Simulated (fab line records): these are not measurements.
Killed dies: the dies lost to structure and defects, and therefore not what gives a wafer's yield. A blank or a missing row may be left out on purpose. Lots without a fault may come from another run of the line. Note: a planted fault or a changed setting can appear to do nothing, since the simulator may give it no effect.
fab line records ; flow n5Finfet ; part 2 of 2: steps 5 to 6 of 6
record lots=24; wafers=72; lastDay=17
route steps=1938 shown BEOL_M9@1424 BEOL_M10@1471
lots with no fault: from the same line, run without faults
startH: hours from the record's opening day to when the first of the lot's shown wafers began ; waitH: hours elapsed since this lot's preceding step ; " unchanged from the row above ; L1.1+2: one row covering several wafers at once ; - value missing, or start not given ; * or withheld: withheld ; < > ~ a bound
route shown NAME@n: a module of which the file shows steps, and the number in the route of the first ; usual: mean and standard deviation over wafers with no fault ; same: alike in all rows ; chamber/n: place in a boat ; sites: per-site readings ; _std_site: how widely they spread, as a standard deviation ; _edge_site: outer sites' mean less inner sites' ; radiusMm: for every site, how far away it sits from the centre of the wafer ; mask NAME#n: copy n ; behind: tool/chamber where the wafer was last shaped ; hold: the reason the lot was held/the length of the hold in hours/how it ended ; device: which transistor (n, p or np) failed to switch ; end of line: the tests these same wafers got at the end of their route ; where a step has no rows: the recipe by itself ; killed: dies lost to structure and defects at the first sort, not the wafer's yield ; map: a wafer's dies, x killed, . not, _ none there
set.NAME: the setting the step ran with; set.NAME@STEP: the setting that earlier step ran with ; model.NAME: the simulator's own value behind a step, which no gauge read
the route's steps for a sample of lots (tables are steps, rows are wafers)
services: the hour from which a tool's chamber was out of use, counted from the record's first day as startH (under 0 if before that day), plus the number of hours and why
## steps
# step N5_BEOL_M10_CURE_71
# recipe tempC=385; timeS=240; ambient=He/Ar; material=SiCOH_lowk
# usual lampPowerPct=52.31/0.055; wafer_temp_C_max=387.0/0.66
lot.wafer;tool;chamber;startH;waitH;lampPowerPct;wafer_temp_C_max
L074.2;uvCure-02;1;229.07;0.2;52.27;387.7
L074.5;uvCure-02;1;229.07;0.2;52.29;386.5
L074.6;uvCure-02;1;229.07;0.2;52.31;388.6
L076.1;uvCure-01;0;230.77;0.1;52.31;386.6
L076.4;uvCure-01;0;230.77;0.1;52.36;386.7
L076.6;uvCure-01;0;230.77;0.1;52.38;386.4
L075.2;uvCure-02;2;245.54;0.1;52.40;387.7
L075.5;uvCure-02;2;245.54;0.1;52.34;387.0
L075.6;uvCure-02;2;245.54;0.1;52.24;387.4
L077.1;uvCure-03;1;245.73;0.0;52.43;386.6
L077.4;uvCure-03;1;245.73;0.0;52.36;387.4
L077.5;uvCure-03;1;245.73;0.0;52.34;387.2
L078.1;uvCure-03;0;246.21;0.5;52.36;386.3
L078.2;uvCure-03;0;246.21;0.5;52.30;386.3
L078.3;uvCure-03;0;246.21;0.5;52.36;385.7
L080.2;uvCure-01;1;252.72;0.1;52.43;388.2
L080.4;uvCure-01;1;252.72;0.1;52.18;388.1
L080.5;uvCure-01;1;252.72;0.1;52.30;387.2
L079.2;uvCure-02;2;252.90;0.1;52.35;387.7
L079.4;uvCure-02;2;252.90;0.1;52.36;388.2
L079.6;uvCure-02;2;252.90;0.1;52.42;387.5
L082.1;uvCure-02;0;260.47;0.0;52.33;386.7
L082.4;uvCure-02;0;260.47;0.0;52.28;387.4
L082.5;uvCure-02;0;260.47;0.0;52.38;386.8
L081.1;uvCure-01;0;270.11;0.3;52.32;385.8
L081.4;uvCure-01;0;270.11;0.3;52.31;386.3
L081.5;uvCure-01;0;270.11;0.3;52.36;386.4
L083.1;uvCure-03;0;272.75;0.0;52.33;386.4
L083.4;uvCure-03;0;272.75;0.0;52.25;386.4
L083.5;uvCure-03;0;272.75;0.0;52.32;386.1
L084.1;uvCure-02;0;277.79;0.2;52.33;387.2
L084.2;uvCure-02;0;277.79;0.2;52.25;386.6
L084.5;uvCure-02;0;277.79;0.2;52.21;387.1
L085.3;uvCure-02;1;295.26;0.2;52.30;387.9
L085.4;uvCure-02;1;295.26;0.2;52.30;388.0
L085.5;uvCure-02;1;295.26;0.2;52.35;387.3
L086.3;uvCure-01;0;302.84;0.3;52.32;386.4
L086.4;uvCure-01;0;302.84;0.3;52.39;386.5
L086.6;uvCure-01;0;302.84;0.3;52.32;387.0
L087.1;uvCure-03;2;303.10;0.0;52.35;387.3
L087.4;uvCure-03;2;303.10;0.0;52.31;387.2
L087.6;uvCure-03;2;303.10;0.0;52.28;387.3
L089.2;uvCure-03;1;311.22;0.1;52.30;386.9
L089.4;uvCure-03;1;311.22;0.1;52.28;387.4
L089.6;uvCure-03;1;311.22;0.1;52.23;387.3
L088.1;uvCure-01;1;311.41;0.0;52.38;387.2
L088.4;uvCure-01;1;311.41;0.0;52.24;388.2
L088.5;uvCure-01;1;311.41;0.0;52.33;387.8
L090.2;uvCure-02;0;312.11;0.2;52.35;387.1
L090.3;uvCure-02;0;312.11;0.2;52.26;387.5
L090.6;uvCure-02;0;312.11;0.2;52.30;387.0
L091.1;uvCure-03;1;315.43;0.0;52.33;387.2
L091.3;uvCure-03;1;315.43;0.0;52.23;386.6
L091.6;uvCure-03;1;315.43;0.0;52.34;386.6
L092.2;uvCure-01;2;319.70;0.1;52.34;386.5
L092.4;uvCure-01;2;319.70;0.1;52.30;386.9
L092.5;uvCure-01;2;319.70;0.1;52.33;386.6
L093.2;uvCure-01;0;340.94;0.2;52.30;386.1
L093.3;uvCure-01;0;340.94;0.2;52.32;386.1
L093.5;uvCure-01;0;340.94;0.2;52.39;386.6
L095.1;uvCure-03;0;341.72;0.1;52.28;386.6
L095.3;uvCure-03;0;341.72;0.1;52.37;387.3
L095.6;uvCure-03;0;341.72;0.1;52.25;386.3
L096.2;uvCure-01;0;349.36;0.2;52.43;385.9
L096.3;uvCure-01;0;349.36;0.2;52.34;386.5
L096.5;uvCure-01;0;349.36;0.2;52.20;386.4
L094.1;uvCure-01;0;352.38;0.1;52.29;386.3
L094.4;uvCure-01;0;352.38;0.1;52.35;386.3
L094.5;uvCure-01;0;352.38;0.1;52.32;386.5
L097.1;uvCure-03;2;361.69;0.0;52.36;387.9
L097.2;uvCure-03;2;361.69;0.0;52.34;386.7
L097.3;uvCure-03;2;361.69;0.0;52.42;387.5
# step N5_BEOL_M10_PECVD_70
# recipe material=SiO2; targetThkA=200; tempC=400; precursor=TEOS/O2; pressureTorr=5.5; rfW=450; teosFlowSccm=53.8; gas=O2; flowSccm=3000; timeS=22.7
# usual heaterPowerOuterW=422/64; heaterPowerW=703/85; showerheadPlenumPTorr=8.73/0.077; susceptorTempC=400.00/0.22; throttleValvePct=22.4/1.2
lot.wafer;tool;chamber;startH;waitH;heaterPowerOuterW;heaterPowerW;showerheadPlenumPTorr;susceptorTempC;throttleValvePct
L074.2;pecvd-02;2;229.54;0.0;396;689;8.61;400.11;21.3
L074.5;pecvd-02;2;229.54;0.0;389;698;8.62;399.92;21.4
L074.6;pecvd-02;0;229.54;0.0;415;753;8.78;400.26;24.2
L076.1;pecvd-01;0;231.32;0.0;440;699;8.74;400.21;21.9
L076.4;pecvd-01;0;231.32;0.0;449;694;8.75;399.72;22.1
L076.6;pecvd-01;1;231.32;0.0;357;612;8.69;400.03;22.9
L075.2;pecvd-02;1;246.01;0.0;428;720;8.79;399.93;22.0
L075.5;pecvd-02;2;246.01;0.0;377;670;8.61;400.41;21.5
L075.6;pecvd-02;1;246.01;0.0;431;730;8.78;400.09;21.9
L077.1;pecvd-01;1;246.28;0.0;459;751;8.69;400.41;22.8
L077.4;pecvd-01;1;246.28;0.0;457;737;8.70;400.06;22.7
L077.5;pecvd-01;2;246.28;0.0;544;889;8.72;399.89;21.0
L078.1;pecvd-01;1;246.76;0.0;419;688;8.69;399.86;22.9
L078.2;pecvd-01;2;246.76;0.0;504;830;8.72;399.63;20.8
L078.3;pecvd-01;0;246.76;0.0;482;721;8.76;399.84;21.9
L080.2;pecvd-02;0;253.19;0.0;361;653;8.78;400.39;23.9
L080.4;pecvd-02;2;253.19;0.0;395;717;8.61;399.91;21.3
L080.5;pecvd-02;0;253.19;0.0;358;645;8.79;400.05;24.0
L079.2;pecvd-01;2;253.37;0.0;577;948;8.68;399.79;21.0
L079.4;pecvd-01;1;253.37;0.0;398;651;8.68;399.51;22.5
L079.6;pecvd-01;2;253.37;0.0;590;949;8.71;399.94;20.9
L082.1;pecvd-02;1;261.02;0.0;349;601;8.77;400.20;22.3
L082.4;pecvd-02;1;261.02;0.0;340;611;8.74;400.04;22.2
L082.5;pecvd-02;2;261.02;0.0;406;733;8.62;400.08;21.0
L081.1;pecvd-04;0;270.66;0.0;495;702;8.71;399.85;25.2
L081.4;pecvd-04;0;270.66;0.0;491;713;8.72;399.65;25.3
L081.5;pecvd-04;2;270.66;0.0;303;595;8.71;399.86;21.7
L083.1;pecvd-04;0;273.29;0.0;442;621;8.72;399.79;25.2
L083.4;pecvd-04;2;273.29;0.0;353;649;8.70;399.86;22.0
L083.5;pecvd-04;1;273.29;0.0;431;749;8.94;399.90;22.2
L084.1;pecvd-02;1;278.34;0.0;355;628;8.79;399.81;21.9
L084.2;pecvd-02;0;278.34;0.0;399;707;8.79;400.18;23.8
L084.5;pecvd-02;1;278.34;0.0;359;621;8.77;399.85;22.1
L085.3;pecvd-02;2;295.65;0.0;405;724;8.62;400.23;21.8
L085.4;pecvd-02;1;295.65;0.0;413;692;8.74;400.05;22.3
L085.5;pecvd-02;0;295.65;0.0;373;691;8.79;399.79;23.8
L086.3;pecvd-01;0;303.23;0.0;472;714;8.75;399.69;22.2
L086.4;pecvd-01;0;303.23;0.0;470;726;8.72;399.91;22.0
L086.6;pecvd-01;2;303.23;0.0;511;847;8.71;400.00;21.2
L087.1;pecvd-01;1;303.66;0.0;379;650;8.66;399.88;22.6
L087.4;pecvd-01;1;303.66;0.0;380;644;8.72;400.09;22.8
L087.6;pecvd-01;2;303.66;0.0;569;932;8.74;400.03;21.0
L089.2;pecvd-01;1;311.69;0.0;395;665;8.69;400.10;22.7
L089.4;pecvd-01;0;311.69;0.0;501;732;8.76;399.95;22.3
L089.6;pecvd-01;1;311.69;0.0;393;681;8.71;400.06;22.6
L088.1;pecvd-04;0;311.96;0.0;462;661;8.71;399.84;25.4
L088.4;pecvd-04;0;311.96;0.0;457;666;8.71;400.05;25.4
L088.5;pecvd-04;1;311.96;0.0;445;742;8.93;399.96;22.0
L090.2;pecvd-01;1;312.98;0.0;401;661;8.70;400.11;22.7
L090.3;pecvd-01;0;312.98;0.0;414;634;8.75;399.94;22.2
L090.6;pecvd-01;2;312.98;0.0;457;784;8.72;399.79;21.2
L091.1;pecvd-01;0;315.98;0.0;490;738;8.75;400.23;22.0
L091.3;pecvd-01;2;315.98;0.0;558;885;8.68;400.28;20.8
L091.6;pecvd-01;2;315.98;0.0;575;901;8.72;400.00;21.1
L092.2;pecvd-01;0;320.23;0.1;466;716;8.75;400.16;22.1
L092.4;pecvd-01;0;320.23;0.1;475;685;8.75;399.95;22.1
L092.5;pecvd-01;2;320.23;0.1;592;945;8.74;399.76;21.1
L093.2;pecvd-02;1;341.41;0.0;343;606;8.77;400.16;22.0
L093.3;pecvd-02;0;341.41;0.0;426;764;8.79;400.00;23.9
L093.5;pecvd-02;1;341.41;0.0;363;619;8.76;399.88;21.7
L095.1;pecvd-02;1;342.26;0.0;384;636;8.79;399.91;22.0
L095.3;pecvd-02;0;342.26;0.0;357;669;8.79;400.28;23.5
L095.6;pecvd-02;0;342.26;0.0;370;659;8.81;400.37;23.9
L096.2;pecvd-04;0;349.83;0.0;490;686;8.70;400.24;25.3
L096.3;pecvd-04;2;349.83;0.0;287;554;8.69;399.88;22.1
L096.5;pecvd-04;2;349.83;0.0;282;574;8.71;399.95;22.2
L094.1;pecvd-04;2;352.93;0.0;357;670;8.72;399.75;22.4
L094.4;pecvd-04;0;352.93;0.0;456;648;8.70;399.84;25.4
L094.5;pecvd-04;1;352.93;0.0;467;772;8.92;399.77;21.7
L097.1;pecvd-04;0;362.24;0.0;414;617;8.68;400.10;25.6
L097.2;pecvd-04;1;362.24;0.0;458;773;8.93;400.20;22.0
L097.3;pecvd-04;2;362.24;0.0;355;644;8.70;399.81;22.0
## services
tool;chamber;startH;hours;kind
pecvd-04;-;205.06;9.1;repair
uvCure-01;-;219.95;0.9;repair
pecvd-02;1;221.97;20.4;repair
rieDiel-02;2;230.43;75.0;repair
uvCure-01;-;244.78;7.5;pm
rieDiel-02;-;257.21;15.6;pm
rieDiel-05;0;261.54;19.9;repair
pecvd-03;0;262.05;7.4;repair
rieDiel-06;2;264.89;6.7;repair
pecvd-03;2;266.43;2.0;repair
rieDiel-02;0;278.05;4.4;repair
rieDiel-05;-;298.29;4.3;pm
uvCure-02;-;299.33;7.5;pm
pecvd-04;-;303.32;1.0;repair
rieDiel-06;2;307.35;1.8;repair
rieDiel-06;2;309.34;9.4;repair
pecvd-04;-;319.57;2.8;pm
rieDiel-05;1;325.31;-;clean
rieDiel-05;1;325.31;-;consumableReplace:focusRing
pecvd-01;1;339.57;4.3;repair
pecvd-03;-;341.62;1.6;repair
rieDiel-02;3;348.17;1.7;repair
pecvd-01;-;349.86;0.8;pm
rieDiel-06;3;351.73;3.7;repair
